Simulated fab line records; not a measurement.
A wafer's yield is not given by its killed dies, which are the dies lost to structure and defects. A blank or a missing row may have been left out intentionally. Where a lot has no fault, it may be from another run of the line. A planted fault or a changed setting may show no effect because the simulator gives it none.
fab line records	flow n5-finfet	part 1 of 2: steps 1 to 4 of 6
record: lots: 19	wafers: 57	last-day: 17
route steps=1938 shown MOL_CONTACT_COAG@578
lots that met no fault: taken from a fault-free run of the same line
start-h: hours from the record's first day to the start of the lot's first wafer shown	wait-h: time in hours since the lot's previous step	" unchanged from the row above	L1.1+2: a single row standing in for several wafers	- no value present, or no start provided	* or withheld: withheld	< > ~ a bound
route shown NAME@n: names a module that has steps shown in the file, with the first one's number in the route	usual: average and standard deviation across the fault-free wafers	same: alike in all rows	chamber/n: place in a boat	sites: per-site readings	_std_site: the standard deviation of these	_edge_site: the outer-site mean with the inner-site mean subtracted	radius-mm: how far each site lies from the wafer's centre	mask NAME#n: copy n	behind: the most recent tool/chamber to have shaped the wafer	hold: the reason the lot was held/the length of the hold in hours/how it ended	device: names the non-switching transistor (n, p or np)	end of line: the route-end tests of the same wafers	where a step has no rows: the recipe by itself	killed: dies that structure and defects cost at the first sort, which is not the same as the wafer's yield	map: per-die view of a wafer (x killed, . not killed, _ where there is no die)
set.NAME: the setting the step ran with; set.NAME@STEP: the setting that earlier step ran with	model.NAME: the simulator's own value behind a step, which no gauge read
one table for each step of the route and one row for each wafer, over a sample of lots
services: from which hour (start-h, from the record's first day; less than 0 if before it) a tool's chamber was out of use, for how many hours, and why
== steps ==
step: N5_MOL_CONTACT_COAG_ETCH_90
recipe: chemistry: CF4	target: SiARC	target-depth-a: 130	mask-material: CAR-EUV	time-s: 21.7	ion-energy-ev: 80	pressure-mtorr: 40	source-w: 545	bias-w: 36	Ar_flow_sccm: 100	cf4-flow-sccm: 100	ends: cleared
usual: drypump-motor-current-A: 5.6/0.57	etch-rf-on-time-s: 21.6/0.48	mfc-ar-sccm: 99.9/0.32	oes-product-au: 0.68/0.068	rf-vpp-V: 183.8/1.3	showerhead-plenum-p-Torr: 2.12/0.079	throttle-valve-pct: 15.64/0.23
lot.wafer	tool	chamber	start-h	wait-h	drypump-motor-current-A	etch-rf-on-time-s	mfc-ar-sccm	oes-product-au	rf-hours-counter-h	rf-vpp-V	showerhead-plenum-p-Torr	throttle-valve-pct
L074.1	rie-diel-03	1	107.52	0.0	6.3	21.5	99.6	0.60	195	185.0	2.21	16.02
L074.3	"	2	"	"	4.8	21.9	99.7	0.58	250	184.1	2.10	15.73
L074.6	"	1	"	"	6.3	21.4	100.2	0.60	-	185.2	2.21	16.00
L075.1	rie-diel-04	1	108.08	0.0	6.1	21.3	100.2	0.80	20	184.2	2.27	15.26
L075.3	"	3	"	"	6.0	21.7	99.9	0.60	238	183.1	2.02	16.01
L075.4	"	0	"	"	6.5	21.9	99.5	0.73	52	186.7	2.27	15.42
L076.1	rie-diel-03	3	111.47	0.0	5.5	22.8	99.6	0.63	136	182.4	1.99	15.67
L076.4	"	1	"	"	6.3	21.5	99.5	0.60	-	184.9	2.21	16.02
L076.6	"	0	"	"	5.3	21.5	100.6	0.74	-	184.2	2.09	15.55
L078.2	rie-diel-04	1	122.56	0.0	6.1	21.2	99.7	0.79	25	184.9	2.26	15.25
L078.3	"	0	"	"	6.5	21.5	99.9	0.73	57	186.3	2.26	15.42
L078.6	"	2	"	"	5.7	21.9	100.4	0.59	-	184.2	2.12	15.54
L077.2	rie-diel-03	3	126.76	0.0	5.5	22.6	100.2	0.63	144	183.3	1.99	15.69
L077.5	"	0	"	"	5.3	21.3	100.2	0.73	-	183.4	2.09	15.57
L077.6	"	1	"	"	6.3	21.1	100.0	0.60	-	184.9	2.21	16.03
L079.3	rie-diel-03	3	133.37	0.0	5.5	22.5	99.7	0.63	146	182.3	1.99	15.70
L079.5	"	1	"	"	6.3	21.1	99.9	0.60	-	184.5	2.21	16.03
L079.6	"	3	"	"	5.5	22.3	99.7	0.63	-	181.5	1.99	15.69
L080.2	rie-diel-03	1	136.52	0.0	6.3	21.2	100.1	0.60	209	185.2	2.21	16.04
L080.3	"	3	"	"	5.5	22.7	99.7	0.63	147	181.6	1.99	15.69
L080.4	"	2	"	"	4.8	21.7	99.9	0.83	4	182.7	2.10	15.23
L082.2	rie-diel-04	1	147.44	0.0	6.1	21.0	100.1	0.77	35	185.1	2.26	15.29
L082.4	"	2	"	"	5.7	21.9	99.6	0.58	-	184.2	2.12	15.56
L082.5	"	0	"	"	6.5	21.3	99.5	0.72	-	184.6	2.26	15.46
L083.1	rie-diel-05	3	149.26	0.0	4.7	21.5	100.1	0.71	62	183.4	2.09	15.62
L083.2	"	0	"	"	5.1	21.8	100.2	0.66	127	183.4	2.06	15.40
L083.4	"	1	"	"	5.8	21.3	100.3	0.72	73	182.9	2.10	15.77
L085.1	rie-diel-03	0	166.18	0.0	5.3	21.9	100.0	0.71	84	183.3	2.08	15.61
L085.3	"	2	"	"	4.8	21.8	100.1	0.80	15	183.9	2.10	15.26
L085.4	"	1	"	"	6.3	21.7	100.3	0.59	221	185.6	2.21	16.06
L088.1	rie-diel-04	0	186.42	0.0	6.5	21.7	99.5	0.69	83	184.4	2.25	15.47
L088.3	"	2	"	"	5.7	21.8	99.1	0.58	245	184.8	2.12	15.59
L088.4	"	1	"	"	6.1	21.1	100.2	0.75	52	184.2	2.25	15.30
L089.1	rie-diel-05	2	188.77	0.0	5.9	20.9	100.0	0.69	105	184.8	2.15	15.81
L089.3	"	0	"	"	5.1	22.3	99.8	0.65	139	182.5	2.06	15.43
L089.6	"	3	"	"	4.7	21.5	99.9	0.70	-	184.3	2.09	15.65
L090.2	rie-diel-05	3	199.31	0.0	4.7	21.5	99.9	0.70	80	183.7	2.09	15.68
L090.4	"	0	"	"	5.1	21.8	99.7	0.64	142	183.6	2.06	15.43
L090.5	"	0	"	"	5.2	22.0	99.4	0.64	-	183.1	2.06	15.44
L091.1	rie-diel-05	2	201.71	0.0	6.0	21.1	99.8	0.68	110	184.7	2.15	15.82
L091.4	"	1	"	"	5.8	21.3	100.2	0.70	91	183.7	2.09	15.81
L091.6	"	3	"	"	4.7	21.7	100.2	0.69	-	183.2	2.09	15.67
L092.1	rie-diel-05	0	213.53	0.0	5.2	21.8	99.3	0.64	147	184.3	2.06	15.46
L092.4	"	2	"	"	6.0	21.2	100.0	0.67	114	184.2	2.15	15.82
L092.5	"	3	"	"	4.7	21.8	100.4	0.69	-	181.9	2.08	15.67
L093.3	rie-diel-05	1	220.33	0.0	5.9	21.5	100.0	0.69	97	183.6	2.09	15.82
L093.4	"	3	"	"	4.7	21.9	100.5	0.69	89	184.6	2.08	15.67
L093.5	"	3	"	"	4.7	22.0	100.1	0.68	-	182.7	2.08	15.66
L094.1	rie-diel-04	3	220.74	0.0	6.0	20.6	99.8	0.81	20	185.3	2.26	15.53
L094.2	"	1	"	"	6.1	21.2	99.7	0.73	66	185.8	2.25	15.33
L094.5	"	3	"	"	5.9	20.8	100.3	0.80	-	184.7	2.26	15.55
L096.1	rie-diel-03	0	234.41	0.0	5.3	21.5	99.4	0.69	107	184.4	2.07	15.64
L096.4	"	3	"	"	5.5	22.7	100.5	0.61	182	182.3	1.98	15.77
L096.5	"	0	"	"	5.3	21.5	99.6	0.69	-	182.7	2.07	15.66
L097.2	rie-diel-05	2	239.32	0.0	5.9	20.9	100.1	0.67	122	184.9	2.14	15.83
L097.3	"	0	"	"	5.2	21.6	100.2	0.63	157	184.5	2.05	15.47
L097.4	"	3	"	"	4.7	21.4	100.3	0.68	94	182.2	2.08	15.69
step: N5_MOL_CONTACT_COAG_ALD_131
recipe: material: SiO2	target-thk-a: 50	temp-c: 100	ald-precursor-family: BDEAS	ald-co-reactant: O2-plasma	pulse-time-s: 1	co-reactant-pulse-time-s: 1	purge-time-s: 2	co-reactant-purge-time-s: 2	ald-cycles: 35	pressure-torr: 2
usual: chamber-pressure-Torr: 2.000/0.0047	heater-power-w: 79/5.7	precursor-pulse-height-rel: 1.002/0.019
same: co-reactant-purge-time-s: 2
lot.wafer	tool	chamber	start-h	wait-h	chamber-pressure-Torr	heater-power-w	precursor-pulse-height-rel
L074.1	ald-sin-04	3	107.73	0.2	1.995	79	0.999
L074.3	"	0	"	"	2.009	77	1.012
L074.6	"	0	"	"	2.001	78	1.010
L075.1	ald-sin-04	1	108.16	0.1	2.002	82	1.007
L075.3	"	0	"	"	2.001	78	0.995
L075.4	"	3	"	"	2.005	76	0.987
L076.1	ald-sin-01	0	111.55	0.1	1.998	84	1.017
L076.4	"	0	"	"	1.995	83	1.015
L076.6	"	3	"	"	2.008	82	1.006
L078.2	ald-sin-01	1	122.64	0.1	2.003	82	1.050
L078.3	"	3	"	"	1.991	83	1.004
L078.6	"	0	"	"	1.996	85	1.012
L077.2	ald-sin-02	1	126.84	0.1	1.997	75	0.995
L077.5	"	0	"	"	1.994	70	1.001
L077.6	"	1	"	"	2.001	73	1.014
L079.3	ald-sin-04	1	133.45	0.1	2.002	82	0.991
L079.5	"	1	"	"	2.003	82	1.020
L079.6	"	0	"	"	2.002	78	0.997
L080.2	ald-sin-04	2	136.60	0.1	2.004	79	0.992
L080.3	"	0	"	"	2.001	78	0.982
L080.4	"	1	"	"	1.994	83	1.014
L082.2	ald-sin-04	2	147.85	0.4	2.005	80	0.988
L082.4	"	1	"	"	2.003	82	1.003
L082.5	"	0	"	"	1.995	79	1.019
L083.1	ald-sin-02	0	149.34	0.1	2.003	70	1.033
L083.2	"	2	"	"	2.005	87	1.003
L083.4	"	1	"	"	2.001	75	0.993
L085.1	ald-sin-02	0	166.26	0.1	1.996	71	0.979
L085.3	"	2	"	"	1.999	84	1.030
L085.4	"	3	"	"	2.004	80	0.988
L088.1	ald-sin-01	3	187.57	1.1	2.001	87	0.981
L088.3	"	0	"	"	1.993	86	1.000
L088.4	"	2	"	"	2.006	67	0.964
L089.1	ald-sin-01	3	188.85	0.1	2.006	84	0.998
L089.3	"	0	"	"	2.002	84	1.022
L089.6	"	2	"	"	2.000	68	0.999
L090.2	ald-sin-01	2	199.47	0.1	1.996	69	1.020
L090.4	"	1	"	"	1.999	83	1.037
L090.5	"	0	"	"	1.998	86	1.013
L091.1	ald-sin-01	1	201.79	0.1	1.995	83	1.029
L091.4	"	3	"	"	1.994	84	1.000
L091.6	"	2	"	"	1.999	67	0.975
L092.1	ald-sin-01	2	213.61	0.1	2.005	67	1.003
L092.4	"	3	"	"	1.995	84	1.055
L092.5	"	1	"	"	1.997	83	0.992
L093.3	ald-sin-04	0	220.41	0.1	1.999	77	0.964
L093.4	"	2	"	"	2.003	77	0.988
L093.5	"	1	"	"	2.005	86	1.006
L094.1	ald-sin-04	1	220.82	0.1	1.998	86	1.015
L094.2	"	2	"	"	2.005	78	1.005
L094.5	"	1	"	"	1.999	83	0.986
L096.1	ald-sin-02	1	234.74	0.3	1.989	75	1.005
L096.4	"	3	"	"	2.001	79	1.002
L096.5	"	3	"	"	2.002	79	0.973
L097.2	ald-sin-02	3	239.65	0.3	1.995	81	1.007
L097.3	"	1	"	"	2.001	74	1.019
L097.4	"	2	"	"	2.006	84	1.021
step: N5_MOL_CONTACT_COAG_DESCUM_45
recipe: chemistry: O2	time-s: 7	source-power-w: 50	bias-power-w: 20	pressure-mtorr: 20	rf-frequency-hz: 2.712e+07	temp-c: 40	resist: CAR-EUV	o2-flow-sccm: 225
usual: bias-power-w: 20.00/0.063	drypump-motor-current-A: 5.7/0.54	oes-product-au: 0.80/0.079	rf-vpp-V: 243.1/1.6	showerhead-plenum-p-Torr: 2.08/0.087	throttle-valve-pct: 20.46/0.23
lot.wafer	tool	chamber	start-h	wait-h	bias-power-w	drypump-motor-current-A	oes-product-au	rf-hours-counter-h	rf-vpp-V	showerhead-plenum-p-Torr	throttle-valve-pct
L074.1	rie-diel-04	1	108.95	0.1	20.02	6.1	0.93	20	246.7	2.24	20.15
L074.3	"	3	"	"	19.87	6.0	0.70	238	240.8	1.97	20.90
L074.6	"	3	"	"	19.89	6.0	0.70	-	241.3	1.97	20.88
L075.1	rie-diel-04	3	109.76	0.4	20.01	5.9	0.69	239	240.8	1.97	20.90
L075.3	"	0	"	"	20.01	6.5	0.82	53	244.4	2.21	20.16
L075.4	"	2	"	"	19.98	5.7	0.69	215	243.8	2.08	20.33
L076.1	rie-diel-05	1	112.78	0.0	20.05	5.9	0.87	59	242.8	2.02	20.46
L076.4	"	0	"	"	19.94	5.2	0.79	112	241.7	2.02	20.18
L076.6	"	0	"	"	19.94	5.2	0.78	-	242.5	2.02	20.19
L078.2	rie-diel-03	1	123.87	0.0	19.99	6.3	0.69	203	243.8	2.16	20.83
L078.3	"	3	"	"	20.02	5.5	0.74	142	241.3	1.93	20.52
L078.6	"	0	"	"	19.95	5.3	0.86	-	242.2	2.05	20.55
L077.2	rie-diel-04	3	127.99	0.0	20.09	6.0	0.69	244	240.7	1.97	20.90
L077.5	"	3	"	"	20.08	6.0	0.69	-	242.0	1.97	20.89
L077.6	"	0	"	"	20.03	6.5	0.83	-	245.7	2.20	20.17
L079.3	rie-diel-05	3	134.77	0.0	20.03	4.7	0.85	58	241.8	2.06	20.59
L079.5	"	1	"	"	19.91	5.8	0.86	-	242.3	2.02	20.46
L079.6	"	0	"	"	20.07	5.2	0.79	-	240.9	2.02	20.19
L080.2	rie-diel-04	0	137.89	0.0	20.02	6.4	0.81	63	244.4	2.20	20.18
L080.3	"	3	"	"	19.95	5.9	0.69	248	241.3	1.97	20.91
L080.4	"	1	"	"	20.05	6.1	0.90	31	246.0	2.23	20.16
L082.2	rie-diel-03	1	149.08	0.0	19.92	6.3	0.69	214	244.0	2.16	20.85
L082.4	"	2	"	"	19.97	4.8	0.95	8	242.7	2.07	20.21
L082.5	"	3	"	"	20.01	5.5	0.72	-	241.4	1.93	20.53
L083.1	rie-diel-04	2	151.29	0.8	20.09	5.7	0.68	231	240.8	2.08	20.36
L083.2	"	1	"	"	20.08	6.1	0.88	37	245.3	2.23	20.17
L083.4	"	1	"	"	19.97	6.1	0.88	-	245.9	2.23	20.18
L085.1	rie-diel-04	1	167.55	0.0	19.85	6.1	0.87	45	246.4	2.23	20.18
L085.3	"	0	"	"	20.05	6.5	0.81	77	244.6	2.20	20.19
L085.4	"	2	"	"	19.95	5.7	0.68	240	244.3	2.08	20.37
L088.1	rie-diel-05	1	189.02	0.2	19.98	5.9	0.84	86	241.5	2.02	20.49
L088.3	"	2	"	"	20.03	6.0	0.79	105	244.2	2.11	20.65
L088.4	"	3	"	"	19.97	4.7	0.80	77	242.7	2.05	20.63
L089.1	rie-diel-04	2	189.99	0.0	20.02	5.7	0.68	246	244.1	2.07	20.37
L089.3	"	3	"	"	20.04	6.0	0.97	6	246.1	2.23	20.45
L089.6	"	3	"	"	19.99	6.0	0.98	-	245.8	2.23	20.45
L090.2	rie-diel-05	3	200.63	0.0	20.05	4.7	0.81	81	240.6	2.05	20.63
L090.4	"	2	"	"	20.02	6.0	0.78	110	244.2	2.10	20.67
L090.5	"	1	"	"	20.11	5.9	0.83	-	242.9	2.01	20.49
L091.1	rie-diel-03	0	203.25	0.0	19.96	5.3	0.83	96	243.1	2.04	20.59
L091.4	"	2	"	"	20.02	4.8	0.91	26	243.0	2.06	20.27
L091.6	"	1	"	"	20.05	6.3	0.67	-	244.4	2.15	20.88
L092.1	rie-diel-03	3	214.72	0.0	19.89	5.5	0.70	176	241.1	1.92	20.58
L092.4	"	2	"	"	20.01	4.8	0.91	30	241.4	2.06	20.27
L092.5	"	3	"	"	19.92	5.5	0.71	-	241.3	1.92	20.59
L093.3	rie-diel-05	0	221.65	0.0	20.04	5.2	0.75	151	243.4	2.01	20.24
L093.4	"	3	"	"	20.08	4.7	0.78	89	242.2	2.05	20.62
L093.5	"	0	"	"	20.10	5.2	0.75	-	241.9	2.01	20.23
L094.1	rie-diel-05	3	221.94	0.0	20.04	4.7	0.79	89	243.3	2.05	20.63
L094.2	"	1	"	"	19.99	5.8	0.83	98	243.0	2.01	20.49
L094.5	"	2	"	"	20.04	6.0	0.77	-	243.0	2.10	20.67
L096.1	rie-diel-04	3	235.85	0.0	20.01	6.0	0.92	26	246.7	2.22	20.48
L096.4	"	1	"	"	20.01	6.1	0.84	72	245.2	2.22	20.23
L096.5	"	3	"	"	19.91	5.9	0.92	-	246.1	2.22	20.48
L097.2	rie-diel-05	0	240.92	0.1	20.07	5.1	0.75	158	242.2	2.00	20.26
L097.3	"	2	"	"	19.93	6.0	0.76	123	243.9	2.10	20.68
L097.4	"	3	"	"	19.97	4.7	0.79	96	242.7	2.05	20.66
step: N5_MOL_CONTACT_COAG_ETCHBACK_134
recipe: chemistry: CHF3	target: SiO2	target-depth-a: 100	time-s: 6.7	ion-energy-ev: 200	pressure-mtorr: 30	source-w: 610	bias-w: 170	Ar_flow_sccm: 200	CHF3_flow_sccm: 50
usual: drypump-motor-current-A: 5.7/0.55	mfc-ar-sccm: 200.1/0.57	oes-product-au: 0.80/0.075	rf-vpp-V: 522/10	showerhead-plenum-p-Torr: 2.37/0.1	throttle-valve-pct: 18.70/0.2
lot.wafer	tool	chamber	start-h	wait-h	drypump-motor-current-A	mfc-ar-sccm	oes-product-au	rf-hours-counter-h	rf-vpp-V	showerhead-plenum-p-Torr	throttle-valve-pct
L074.1	rie-diel-03	1	109.39	0.2	6.4	201.8	0.70	196	512	2.45	19.05
L074.3	"	0	"	"	5.3	199.3	0.87	61	522	2.31	18.67
L074.6	"	1	"	"	6.4	201.2	0.70	-	512	2.44	19.05
L075.1	rie-diel-05	0	110.08	0.1	5.2	200.1	0.78	111	517	2.30	18.49
L075.3	"	3	"	"	4.7	199.7	0.86	46	510	2.32	18.68
L075.4	"	1	"	"	5.9	199.8	0.86	58	510	2.32	18.81
L076.1	rie-diel-03	1	113.40	0.1	6.3	199.7	0.70	198	511	2.44	19.05
L076.4	"	0	"	"	5.3	200.6	0.86	-	522	2.31	18.66
L076.6	"	3	"	"	5.5	199.8	0.74	-	527	2.21	18.76
L078.2	rie-diel-03	3	124.19	0.1	5.5	200.0	0.73	142	528	2.21	18.76
L078.3	"	0	"	"	5.3	199.6	0.85	69	521	2.31	18.65
L078.6	"	1	"	"	6.3	199.7	0.69	-	511	2.44	19.07
L077.2	rie-diel-05	0	128.35	0.2	5.2	199.7	0.77	119	517	2.30	18.51
L077.5	"	3	"	"	4.7	200.5	0.84	-	512	2.32	18.68
L077.6	"	0	"	"	5.2	200.9	0.78	-	517	2.30	18.48
L079.3	rie-diel-03	0	135.08	0.1	5.3	200.2	0.86	72	524	2.31	18.69
L079.5	"	0	"	"	5.3	200.2	0.85	-	522	2.31	18.67
L079.6	"	3	"	"	5.5	199.8	0.73	-	527	2.20	18.77
L080.2	rie-diel-04	3	138.31	0.1	5.9	200.7	0.70	248	500	2.24	19.14
L080.3	"	1	"	"	6.1	201.7	0.90	31	529	2.51	18.36
L080.4	"	2	"	"	5.7	201.0	0.69	226	537	2.36	18.62
L082.2	rie-diel-05	0	149.44	0.1	5.2	200.1	0.77	127	517	2.30	18.53
L082.4	"	3	"	"	4.7	199.5	0.84	62	511	2.31	18.71
L082.5	"	3	"	"	4.7	199.9	0.83	-	512	2.31	18.72
L083.1	rie-diel-04	0	151.66	0.1	6.5	201.1	0.82	68	526	2.52	18.59
L083.2	"	2	"	"	5.7	201.0	0.69	232	538	2.36	18.65
L083.4	"	2	"	"	5.7	199.9	0.68	-	538	2.36	18.65
L085.1	rie-diel-03	0	169.10	0.1	5.3	200.1	0.83	85	522	2.31	18.70
L085.3	"	2	"	"	4.8	199.9	0.93	16	533	2.34	18.46
L085.4	"	1	"	"	6.4	198.7	0.68	222	512	2.44	19.09
L088.1	rie-diel-03	3	189.33	0.1	5.5	199.3	0.72	168	526	2.20	18.81
L088.3	"	2	"	"	4.8	200.2	0.92	22	533	2.34	18.47
L088.4	"	0	"	"	5.3	200.0	0.83	92	522	2.30	18.72
L089.1	rie-diel-05	0	191.29	0.1	5.2	199.7	0.75	139	517	2.29	18.54
L089.3	"	2	"	"	6.0	200.2	0.80	105	538	2.39	18.95
L089.6	"	1	"	"	5.8	199.9	0.83	-	510	2.31	18.88
L090.2	rie-diel-05	3	200.97	0.1	4.7	200.5	0.80	81	510	2.31	18.72
L090.4	"	1	"	"	5.8	200.5	0.82	91	509	2.31	18.88
L090.5	"	3	"	"	4.7	200.8	0.79	-	511	2.31	18.73
L091.1	rie-diel-05	2	204.33	0.1	6.0	199.3	0.79	110	540	2.39	18.95
L091.4	"	0	"	"	5.2	199.5	0.76	144	517	2.29	18.54
L091.6	"	1	"	"	5.9	199.6	0.82	-	510	2.31	18.88
L092.1	rie-diel-04	1	215.63	0.2	6.1	199.4	0.85	63	529	2.50	18.41
L092.4	"	0	"	"	6.5	200.1	0.80	-	525	2.51	18.62
L092.5	"	3	"	"	6.0	200.8	0.94	-	509	2.52	18.71
L093.3	rie-diel-04	0	222.25	0.1	6.5	199.4	0.79	98	526	2.51	18.65
L093.4	"	3	"	"	5.9	200.8	0.93	-	509	2.52	18.72
L093.5	"	0	"	"	6.5	200.2	0.79	-	526	2.50	18.64
L094.1	rie-diel-03	2	222.43	0.2	4.8	200.0	0.90	32	534	2.34	18.50
L094.2	"	0	"	"	5.3	199.8	0.82	103	521	2.30	18.72
L094.5	"	0	"	"	5.3	199.7	0.81	-	522	2.30	18.74
L096.1	rie-diel-05	0	236.26	0.2	5.1	199.9	0.74	156	517	2.29	18.58
L096.4	"	3	"	"	4.7	200.9	0.79	93	512	2.30	18.75
L096.5	"	1	"	"	5.8	200.2	0.82	-	509	2.30	18.89
L097.2	rie-diel-04	3	241.23	0.1	6.0	199.1	0.92	29	510	2.51	18.72
L097.3	"	1	"	"	6.1	200.1	0.85	75	529	2.49	18.43
L097.4	"	2	"	"	5.7	199.8	0.99	4	537	2.35	18.30
